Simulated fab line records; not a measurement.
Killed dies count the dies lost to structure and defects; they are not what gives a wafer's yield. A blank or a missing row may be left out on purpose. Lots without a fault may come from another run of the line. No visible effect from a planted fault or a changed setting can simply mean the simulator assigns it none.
The tool behind it: which one? || flow n5_finfet || Sampling: 24 lots, 72 wafers, 3 of 1938 route steps

WHAT EACH GAUGE READ, for each wafer
N5_MOL_CONTACT_COAG_INSPECT_57: inspects for defects (brightfield).
{"lot": "L074", "measured": "day 5 01:01", "on": "defect_inspect-02", "raw_defect_count": "174 233 156"}
{"lot": "L075", "measured": "day 5 07:13", "on": "defect_inspect-02", "raw_defect_count": "187 169 199"}
{"lot": "L076", "measured": "day 5 14:37", "on": "defect_inspect-02", "raw_defect_count": "163 211 258"}
{"lot": "L077", "measured": "day 5 22:36", "on": "defect_inspect-01", "raw_defect_count": "181 164 247"}
{"lot": "L078", "measured": "day 6 03:20", "on": "defect_inspect-01", "raw_defect_count": "190 314 353"}
{"lot": "L079", "measured": "day 6 08:11", "on": "defect_inspect-01", "raw_defect_count": "179 184 135"}
{"lot": "L080", "measured": "day 6 16:56", "on": "defect_inspect-02", "raw_defect_count": "235 154 403"}
{"lot": "L081", "measured": "day 6 22:02", "on": "defect_inspect-01", "raw_defect_count": "209 165 174"}
{"lot": "L082", "measured": "day 7 03:45", "on": "defect_inspect-02", "raw_defect_count": "299 286 273"}
{"lot": "L083", "measured": "day 7 07:14", "on": "defect_inspect-02", "raw_defect_count": "156 166 132"}
{"lot": "L084", "measured": "day 7 10:31", "on": "defect_inspect-02", "raw_defect_count": "183 170 145"}
{"lot": "L085", "measured": "day 7 19:40", "on": "defect_inspect-02", "raw_defect_count": "120 91 176"}
{"lot": "L086", "measured": "day 8 02:25", "on": "defect_inspect-02", "raw_defect_count": "188 298 198"}
{"lot": "L087", "measured": "day 8 16:50", "on": "defect_inspect-02", "raw_defect_count": "188 124 190"}
{"lot": "L088", "measured": "day 8 17:32", "on": "defect_inspect-02", "raw_defect_count": "162 227 174"}
{"lot": "L089", "measured": "day 8 22:29", "on": "defect_inspect-02", "raw_defect_count": "120 256 217"}
{"lot": "L090", "measured": "day 9 01:52", "on": "defect_inspect-02", "raw_defect_count": "219 237 221"}
{"lot": "L091", "measured": "day 9 09:19", "on": "defect_inspect-02", "raw_defect_count": "219 214 198"}
{"lot": "L092", "measured": "day 9 12:36", "on": "defect_inspect-02", "raw_defect_count": "335 265 283"}
{"lot": "L093", "measured": "day 9 20:53", "on": "defect_inspect-01", "raw_defect_count": "196 194 138"}
{"lot": "L094", "measured": "day 10 05:01", "on": "defect_inspect-02", "raw_defect_count": "170 167 171"}
{"lot": "L095", "measured": "day 10 12:56", "on": "defect_inspect-02", "raw_defect_count": "196 152 250"}
{"lot": "L096", "measured": "day 10 15:25", "on": "defect_inspect-01", "raw_defect_count": "200 259 196"}
{"lot": "L097", "measured": "day 10 21:54", "on": "defect_inspect-01", "raw_defect_count": "177 185 201"}

WHAT TOOL EACH LOT RAN ON (gives the tool, then ch and the chambers of the sampled wafers, and finally the start)
{"lot": "L074", "N5_MOL_CONTACT_COAG_ETCH_59": "rie_diel-01 ch 0,3, day 4 14:25", "N5_MOL_CONTACT_COAG_ETCH_15": "rie_diel-01 ch 0,3, day 4 14:35"}
{"lot": "L075", "N5_MOL_CONTACT_COAG_ETCH_59": "rie_diel-05 ch 2,3, day 4 23:03", "N5_MOL_CONTACT_COAG_ETCH_15": "rie_diel-05 ch 2,3, day 4 23:14"}
{"lot": "L076", "N5_MOL_CONTACT_COAG_ETCH_59": "rie_diel-03 ch 2,3, day 5 03:52", "N5_MOL_CONTACT_COAG_ETCH_15": "rie_diel-03 ch 2,3, day 5 04:03"}
{"lot": "L077", "N5_MOL_CONTACT_COAG_ETCH_59": "rie_diel-05 ch 0,1,3, day 5 13:13", "N5_MOL_CONTACT_COAG_ETCH_15": "rie_diel-05 ch 0,1,3, day 5 13:23"}
{"lot": "L078", "N5_MOL_CONTACT_COAG_ETCH_59": "rie_diel-03 ch 0,2,3, day 5 15:25", "N5_MOL_CONTACT_COAG_ETCH_15": "rie_diel-03 ch 0,2,3, day 5 15:36"}
{"lot": "L079", "N5_MOL_CONTACT_COAG_ETCH_59": "rie_diel-03 ch 0,2,3, day 5 23:46", "N5_MOL_CONTACT_COAG_ETCH_15": "rie_diel-03 ch 0,2,3, day 5 23:58"}
{"lot": "L080", "N5_MOL_CONTACT_COAG_ETCH_59": "rie_diel-01 ch 0,1,3, day 6 07:38", "N5_MOL_CONTACT_COAG_ETCH_15": "rie_diel-01 ch 0,1,3, day 6 07:49"}
{"lot": "L081", "N5_MOL_CONTACT_COAG_ETCH_59": "rie_diel-01 ch 0,3, day 6 10:01", "N5_MOL_CONTACT_COAG_ETCH_15": "rie_diel-01 ch 0,3, day 6 10:12"}
{"lot": "L082", "N5_MOL_CONTACT_COAG_ETCH_59": "rie_diel-03 ch 2,3, day 6 18:07", "N5_MOL_CONTACT_COAG_ETCH_15": "rie_diel-03 ch 2,3, day 6 18:18"}
{"lot": "L083", "N5_MOL_CONTACT_COAG_ETCH_59": "rie_diel-05 ch 1,2,3, day 6 19:59", "N5_MOL_CONTACT_COAG_ETCH_15": "rie_diel-05 ch 1,2,3, day 6 20:10"}
{"lot": "L084", "N5_MOL_CONTACT_COAG_ETCH_59": "rie_diel-03 ch 0,1,3, day 7 02:45", "N5_MOL_CONTACT_COAG_ETCH_15": "rie_diel-03 ch 0,1,3, day 7 02:56"}
{"lot": "L085", "N5_MOL_CONTACT_COAG_ETCH_59": "rie_diel-03 ch 1,2,3, day 7 11:23", "N5_MOL_CONTACT_COAG_ETCH_15": "rie_diel-03 ch 1,2,3, day 7 11:34"}
{"lot": "L086", "N5_MOL_CONTACT_COAG_ETCH_59": "rie_diel-05 ch 0,3, day 7 18:14", "N5_MOL_CONTACT_COAG_ETCH_15": "rie_diel-05 ch 0,3, day 7 18:25"}
{"lot": "L087", "N5_MOL_CONTACT_COAG_ETCH_59": "rie_diel-01 ch 0,2, day 8 02:49", "N5_MOL_CONTACT_COAG_ETCH_15": "rie_diel-01 ch 0,2, day 8 03:00"}
{"lot": "L088", "N5_MOL_CONTACT_COAG_ETCH_59": "rie_diel-03 ch 2,3, day 8 04:58", "N5_MOL_CONTACT_COAG_ETCH_15": "rie_diel-03 ch 2,3, day 8 05:09"}
{"lot": "L089", "N5_MOL_CONTACT_COAG_ETCH_59": "rie_diel-03 ch 0,2,3, day 8 11:14", "N5_MOL_CONTACT_COAG_ETCH_15": "rie_diel-03 ch 0,2,3, day 8 11:25"}
{"lot": "L090", "N5_MOL_CONTACT_COAG_ETCH_59": "rie_diel-05 ch 0,2, day 8 16:14", "N5_MOL_CONTACT_COAG_ETCH_15": "rie_diel-05 ch 0,2, day 8 16:25"}
{"lot": "L091", "N5_MOL_CONTACT_COAG_ETCH_59": "rie_diel-03 ch 0,1, day 9 00:04", "N5_MOL_CONTACT_COAG_ETCH_15": "rie_diel-03 ch 0,1, day 9 00:15"}
{"lot": "L092", "N5_MOL_CONTACT_COAG_ETCH_59": "rie_diel-05 ch 0,3, day 9 03:07", "N5_MOL_CONTACT_COAG_ETCH_15": "rie_diel-05 ch 0,3, day 9 03:18"}
{"lot": "L093", "N5_MOL_CONTACT_COAG_ETCH_59": "rie_diel-03 ch 0,1,3, day 9 11:16", "N5_MOL_CONTACT_COAG_ETCH_15": "rie_diel-03 ch 0,1,3, day 9 11:26"}
{"lot": "L094", "N5_MOL_CONTACT_COAG_ETCH_59": "rie_diel-03 ch 0,3, day 9 18:11", "N5_MOL_CONTACT_COAG_ETCH_15": "rie_diel-03 ch 0,3, day 9 18:22"}
{"lot": "L095", "N5_MOL_CONTACT_COAG_ETCH_59": "rie_diel-05 ch 0,1, day 10 01:46", "N5_MOL_CONTACT_COAG_ETCH_15": "rie_diel-05 ch 0,1, day 10 01:57"}
{"lot": "L096", "N5_MOL_CONTACT_COAG_ETCH_59": "rie_diel-01 ch 1,2,3, day 10 05:31", "N5_MOL_CONTACT_COAG_ETCH_15": "rie_diel-01 ch 1,2,3, day 10 05:41"}
{"lot": "L097", "N5_MOL_CONTACT_COAG_ETCH_59": "rie_diel-05 ch 1,2, day 10 12:23", "N5_MOL_CONTACT_COAG_ETCH_15": "rie_diel-05 ch 1,2, day 10 12:40"}
- N5_MOL_CONTACT_COAG_ETCH_59: etches underlayer in N2/H2, target depth 13 nm, time 10.4 s.
- N5_MOL_CONTACT_COAG_ETCH_15: etches SiNx in CH3F/O2, stops on Si:P, target depth 7 nm.

WHAT THE TOOLS THEMSELVES READ (means of the sampled wafers that have a number; where no wafer has one, the mark that the record gives instead)
N5_MOL_CONTACT_COAG_ETCH_59.
{"lot": "L074", "tool": "rie_diel-01", "drypump_motor_current_A (A)": 5.8, "etch_rf_on_time_s (s)": 10.9, "oes_product_au (a.u.)": 0.58, "rf_vpp_V (V)": 524.5, "showerhead_plenum_p_Torr (Torr)": 2.55, "throttle_valve_pct (%)": 17.8}
{"lot": "L075", "tool": "rie_diel-05", "drypump_motor_current_A (A)": 5.8, "etch_rf_on_time_s (s)": 10.3, "oes_product_au (a.u.)": 0.63, "rf_vpp_V (V)": 522.8, "showerhead_plenum_p_Torr (Torr)": 2.51, "throttle_valve_pct (%)": 18.1}
{"lot": "L076", "tool": "rie_diel-03", "drypump_motor_current_A (A)": 5.8, "etch_rf_on_time_s (s)": 10.2, "oes_product_au (a.u.)": 0.66, "rf_vpp_V (V)": 522.5, "showerhead_plenum_p_Torr (Torr)": 2.48, "throttle_valve_pct (%)": 18.0}
{"lot": "L077", "tool": "rie_diel-05", "drypump_motor_current_A (A)": 5.1, "etch_rf_on_time_s (s)": 10.8, "oes_product_au (a.u.)": 0.62, "rf_vpp_V (V)": 524.2, "showerhead_plenum_p_Torr (Torr)": 2.56, "throttle_valve_pct (%)": 17.7}
{"lot": "L078", "tool": "rie_diel-03", "drypump_motor_current_A (A)": 5.4, "etch_rf_on_time_s (s)": 10.4, "oes_product_au (a.u.)": 0.62, "rf_vpp_V (V)": 520.7, "showerhead_plenum_p_Torr (Torr)": 2.45, "throttle_valve_pct (%)": 18.0}
{"lot": "L079", "tool": "rie_diel-03", "drypump_motor_current_A (A)": 5.5, "etch_rf_on_time_s (s)": 10.2, "oes_product_au (a.u.)": 0.62, "rf_vpp_V (V)": 521.5, "showerhead_plenum_p_Torr (Torr)": 2.45, "throttle_valve_pct (%)": 18.0}
{"lot": "L080", "tool": "rie_diel-01", "drypump_motor_current_A (A)": 5.9, "etch_rf_on_time_s (s)": 10.5, "oes_product_au (a.u.)": 0.60, "rf_vpp_V (V)": 524.9, "showerhead_plenum_p_Torr (Torr)": 2.59, "throttle_valve_pct (%)": 17.9}
{"lot": "L081", "tool": "rie_diel-01", "drypump_motor_current_A (A)": 5.8, "etch_rf_on_time_s (s)": 10.8, "oes_product_au (a.u.)": 0.57, "rf_vpp_V (V)": 523.8, "showerhead_plenum_p_Torr (Torr)": 2.55, "throttle_valve_pct (%)": 17.9}
{"lot": "L082", "tool": "rie_diel-03", "drypump_motor_current_A (A)": 5.3, "etch_rf_on_time_s (s)": 10.3, "oes_product_au (a.u.)": 0.62, "rf_vpp_V (V)": 522.4, "showerhead_plenum_p_Torr (Torr)": 2.49, "throttle_valve_pct (%)": 18.0}
{"lot": "L083", "tool": "rie_diel-05", "drypump_motor_current_A (A)": 5.5, "etch_rf_on_time_s (s)": 10.3, "oes_product_au (a.u.)": 0.61, "rf_vpp_V (V)": 524.3, "showerhead_plenum_p_Torr (Torr)": 2.53, "throttle_valve_pct (%)": 18.0}
{"lot": "L084", "tool": "rie_diel-03", "drypump_motor_current_A (A)": 5.7, "etch_rf_on_time_s (s)": 10.4, "oes_product_au (a.u.)": 0.74, "rf_vpp_V (V)": 524.2, "showerhead_plenum_p_Torr (Torr)": 2.54, "throttle_valve_pct (%)": 17.6}
{"lot": "L085", "tool": "rie_diel-03", "drypump_motor_current_A (A)": 5.5, "etch_rf_on_time_s (s)": 10.3, "oes_product_au (a.u.)": 0.67, "rf_vpp_V (V)": 522.7, "showerhead_plenum_p_Torr (Torr)": 2.48, "throttle_valve_pct (%)": 17.8}
{"lot": "L086", "tool": "rie_diel-05", "drypump_motor_current_A (A)": 4.9, "etch_rf_on_time_s (s)": 10.5, "oes_product_au (a.u.)": 0.61, "rf_vpp_V (V)": 525.2, "showerhead_plenum_p_Torr (Torr)": 2.60, "throttle_valve_pct (%)": 17.8}
{"lot": "L087", "tool": "rie_diel-01", "drypump_motor_current_A (A)": 5.8, "etch_rf_on_time_s (s)": 10.3, "oes_product_au (a.u.)": 0.66, "rf_vpp_V (V)": 526.9, "showerhead_plenum_p_Torr (Torr)": 2.66, "throttle_valve_pct (%)": 17.8}
{"lot": "L088", "tool": "rie_diel-03", "drypump_motor_current_A (A)": 5.3, "etch_rf_on_time_s (s)": 10.2, "oes_product_au (a.u.)": 0.61, "rf_vpp_V (V)": 522.5, "showerhead_plenum_p_Torr (Torr)": 2.49, "throttle_valve_pct (%)": 18.1}
{"lot": "L089", "tool": "rie_diel-03", "drypump_motor_current_A (A)": 5.4, "etch_rf_on_time_s (s)": 10.2, "oes_product_au (a.u.)": 0.68, "rf_vpp_V (V)": 524.8, "showerhead_plenum_p_Torr (Torr)": 2.55, "throttle_valve_pct (%)": 17.9}
{"lot": "L090", "tool": "rie_diel-05", "drypump_motor_current_A (A)": 5.6, "etch_rf_on_time_s (s)": 10.8, "oes_product_au (a.u.)": 0.59, "rf_vpp_V (V)": 522.6, "showerhead_plenum_p_Torr (Torr)": 2.49, "throttle_valve_pct (%)": 17.7}
{"lot": "L091", "tool": "rie_diel-03", "drypump_motor_current_A (A)": 5.3, "etch_rf_on_time_s (s)": 10.4, "oes_product_au (a.u.)": 0.76, "rf_vpp_V (V)": 526.8, "showerhead_plenum_p_Torr (Torr)": 2.61, "throttle_valve_pct (%)": 17.4}
{"lot": "L092", "tool": "rie_diel-05", "drypump_motor_current_A (A)": 4.9, "etch_rf_on_time_s (s)": 10.4, "oes_product_au (a.u.)": 0.61, "rf_vpp_V (V)": 525.2, "showerhead_plenum_p_Torr (Torr)": 2.60, "throttle_valve_pct (%)": 17.8}
{"lot": "L093", "tool": "rie_diel-03", "drypump_motor_current_A (A)": 5.7, "etch_rf_on_time_s (s)": 10.2, "oes_product_au (a.u.)": 0.71, "rf_vpp_V (V)": 523.9, "showerhead_plenum_p_Torr (Torr)": 2.53, "throttle_valve_pct (%)": 17.7}
{"lot": "L094", "tool": "rie_diel-03", "drypump_motor_current_A (A)": 5.6, "etch_rf_on_time_s (s)": 10.6, "oes_product_au (a.u.)": 0.71, "rf_vpp_V (V)": 526.0, "showerhead_plenum_p_Torr (Torr)": 2.61, "throttle_valve_pct (%)": 17.7}
{"lot": "L095", "tool": "rie_diel-05", "drypump_motor_current_A (A)": 5.3, "etch_rf_on_time_s (s)": 11.1, "oes_product_au (a.u.)": 0.59, "rf_vpp_V (V)": 523.2, "showerhead_plenum_p_Torr (Torr)": 2.51, "throttle_valve_pct (%)": 17.6}
{"lot": "L096", "tool": "rie_diel-01", "drypump_motor_current_A (A)": 5.7, "etch_rf_on_time_s (s)": 10.6, "oes_product_au (a.u.)": 0.70, "rf_vpp_V (V)": 526.2, "showerhead_plenum_p_Torr (Torr)": 2.60, "throttle_valve_pct (%)": 17.6}
{"lot": "L097", "tool": "rie_diel-05", "drypump_motor_current_A (A)": 5.7, "etch_rf_on_time_s (s)": 10.8, "oes_product_au (a.u.)": 0.59, "rf_vpp_V (V)": 522.6, "showerhead_plenum_p_Torr (Torr)": 2.48, "throttle_valve_pct (%)": 17.9}

N5_MOL_CONTACT_COAG_ETCH_15.
{"lot": "L074", "tool": "rie_diel-01", "drypump_motor_current_A (A)": 5.8, "oes_product_au (a.u.)": 0.51, "rf_vpp_V (V)": 301, "showerhead_plenum_p_Torr (Torr)": 2.00, "throttle_valve_pct (%)": 16.34}
{"lot": "L075", "tool": "rie_diel-05", "drypump_motor_current_A (A)": 5.7, "oes_product_au (a.u.)": 0.53, "rf_vpp_V (V)": 289, "showerhead_plenum_p_Torr (Torr)": 1.97, "throttle_valve_pct (%)": 16.46}
{"lot": "L076", "tool": "rie_diel-03", "drypump_motor_current_A (A)": 5.9, "oes_product_au (a.u.)": 0.56, "rf_vpp_V (V)": 293, "showerhead_plenum_p_Torr (Torr)": 1.94, "throttle_valve_pct (%)": 16.41}
{"lot": "L077", "tool": "rie_diel-05", "drypump_motor_current_A (A)": 5.1, "oes_product_au (a.u.)": 0.54, "rf_vpp_V (V)": 291, "showerhead_plenum_p_Torr (Torr)": 2.02, "throttle_valve_pct (%)": 16.28}
{"lot": "L078", "tool": "rie_diel-03", "drypump_motor_current_A (A)": 5.5, "oes_product_au (a.u.)": 0.53, "rf_vpp_V (V)": 293, "showerhead_plenum_p_Torr (Torr)": 1.94, "throttle_valve_pct (%)": 16.47}
{"lot": "L079", "tool": "rie_diel-03", "drypump_motor_current_A (A)": 5.5, "oes_product_au (a.u.)": 0.53, "rf_vpp_V (V)": 293, "showerhead_plenum_p_Torr (Torr)": 1.94, "throttle_valve_pct (%)": 16.46}
{"lot": "L080", "tool": "rie_diel-01", "drypump_motor_current_A (A)": 5.9, "oes_product_au (a.u.)": 0.52, "rf_vpp_V (V)": 305, "showerhead_plenum_p_Torr (Torr)": 2.03, "throttle_valve_pct (%)": 16.37}
{"lot": "L081", "tool": "rie_diel-01", "drypump_motor_current_A (A)": 5.8, "oes_product_au (a.u.)": 0.50, "rf_vpp_V (V)": 303, "showerhead_plenum_p_Torr (Torr)": 2.00, "throttle_valve_pct (%)": 16.39}
{"lot": "L082", "tool": "rie_diel-03", "drypump_motor_current_A (A)": 5.3, "oes_product_au (a.u.)": 0.53, "rf_vpp_V (V)": 293, "showerhead_plenum_p_Torr (Torr)": 1.95, "throttle_valve_pct (%)": 16.39}
{"lot": "L083", "tool": "rie_diel-05", "drypump_motor_current_A (A)": 5.5, "oes_product_au (a.u.)": 0.53, "rf_vpp_V (V)": 291, "showerhead_plenum_p_Torr (Torr)": 1.99, "throttle_valve_pct (%)": 16.44}
{"lot": "L084", "tool": "rie_diel-03", "drypump_motor_current_A (A)": 5.7, "oes_product_au (a.u.)": 0.63, "rf_vpp_V (V)": 296, "showerhead_plenum_p_Torr (Torr)": 2.02, "throttle_valve_pct (%)": 16.17}
{"lot": "L085", "tool": "rie_diel-03", "drypump_motor_current_A (A)": 5.5, "oes_product_au (a.u.)": 0.57, "rf_vpp_V (V)": 293, "showerhead_plenum_p_Torr (Torr)": 1.95, "throttle_valve_pct (%)": 16.25}
{"lot": "L086", "tool": "rie_diel-05", "drypump_motor_current_A (A)": 4.9, "oes_product_au (a.u.)": 0.53, "rf_vpp_V (V)": 294, "showerhead_plenum_p_Torr (Torr)": 2.04, "throttle_valve_pct (%)": 16.28}
{"lot": "L087", "tool": "rie_diel-01", "drypump_motor_current_A (A)": 5.9, "oes_product_au (a.u.)": 0.57, "rf_vpp_V (V)": 301, "showerhead_plenum_p_Torr (Torr)": 2.08, "throttle_valve_pct (%)": 16.23}
{"lot": "L088", "tool": "rie_diel-03", "drypump_motor_current_A (A)": 5.3, "oes_product_au (a.u.)": 0.52, "rf_vpp_V (V)": 292, "showerhead_plenum_p_Torr (Torr)": 1.95, "throttle_valve_pct (%)": 16.41}
{"lot": "L089", "tool": "rie_diel-03", "drypump_motor_current_A (A)": 5.4, "oes_product_au (a.u.)": 0.57, "rf_vpp_V (V)": 295, "showerhead_plenum_p_Torr (Torr)": 2.01, "throttle_valve_pct (%)": 16.36}
{"lot": "L090", "tool": "rie_diel-05", "drypump_motor_current_A (A)": 5.6, "oes_product_au (a.u.)": 0.52, "rf_vpp_V (V)": 287, "showerhead_plenum_p_Torr (Torr)": 1.96, "throttle_valve_pct (%)": 16.32}
{"lot": "L091", "tool": "rie_diel-03", "drypump_motor_current_A (A)": 5.3, "oes_product_au (a.u.)": 0.65, "rf_vpp_V (V)": 298, "showerhead_plenum_p_Torr (Torr)": 2.09, "throttle_valve_pct (%)": 16.09}
{"lot": "L092", "tool": "rie_diel-05", "drypump_motor_current_A (A)": 4.9, "oes_product_au (a.u.)": 0.52, "rf_vpp_V (V)": 293, "showerhead_plenum_p_Torr (Torr)": 2.04, "throttle_valve_pct (%)": 16.30}
{"lot": "L093", "tool": "rie_diel-03", "drypump_motor_current_A (A)": 5.7, "oes_product_au (a.u.)": 0.61, "rf_vpp_V (V)": 295, "showerhead_plenum_p_Torr (Torr)": 2.01, "throttle_valve_pct (%)": 16.21}
{"lot": "L094", "tool": "rie_diel-03", "drypump_motor_current_A (A)": 5.6, "oes_product_au (a.u.)": 0.61, "rf_vpp_V (V)": 297, "showerhead_plenum_p_Torr (Torr)": 2.08, "throttle_valve_pct (%)": 16.32}
{"lot": "L095", "tool": "rie_diel-05", "drypump_motor_current_A (A)": 5.3, "oes_product_au (a.u.)": 0.52, "rf_vpp_V (V)": 288, "showerhead_plenum_p_Torr (Torr)": 1.98, "throttle_valve_pct (%)": 16.28}
{"lot": "L096", "tool": "rie_diel-01", "drypump_motor_current_A (A)": 5.7, "oes_product_au (a.u.)": 0.61, "rf_vpp_V (V)": 300, "showerhead_plenum_p_Torr (Torr)": 2.04, "throttle_valve_pct (%)": 16.09}
{"lot": "L097", "tool": "rie_diel-05", "drypump_motor_current_A (A)": 5.7, "oes_product_au (a.u.)": 0.52, "rf_vpp_V (V)": 289, "showerhead_plenum_p_Torr (Torr)": 1.95, "throttle_valve_pct (%)": 16.54}

THE ANSWER, worked out from the rows above alone
Rule: usual is defined by the lots themselves. The widest of any qualifying gaps counts: lots, ordered by their means at a reading, are off when they make up no more than a third of the lots, leave a main group of 4 or more, and stand apart from it by 3 or more times the standard deviation of that group's means. If all means in a main group match to the digits the tables above print for the reading, that group is not used. A lot without any number at a reading at which 4 lots or more have one is off too. The other lots that the step has rows for count as sound. Order of review: gauges by route order, followed by the tools' own readings, for which a lot's mean as printed above is used. The first step at which some lot is off is used, and at that step the reading that is off furthest; a lot without a number counts as furthest.
Nothing can be told from this: no lot is off at any reading shown.

WHAT HAD BEEN PUT IN BY THE SIMULATOR
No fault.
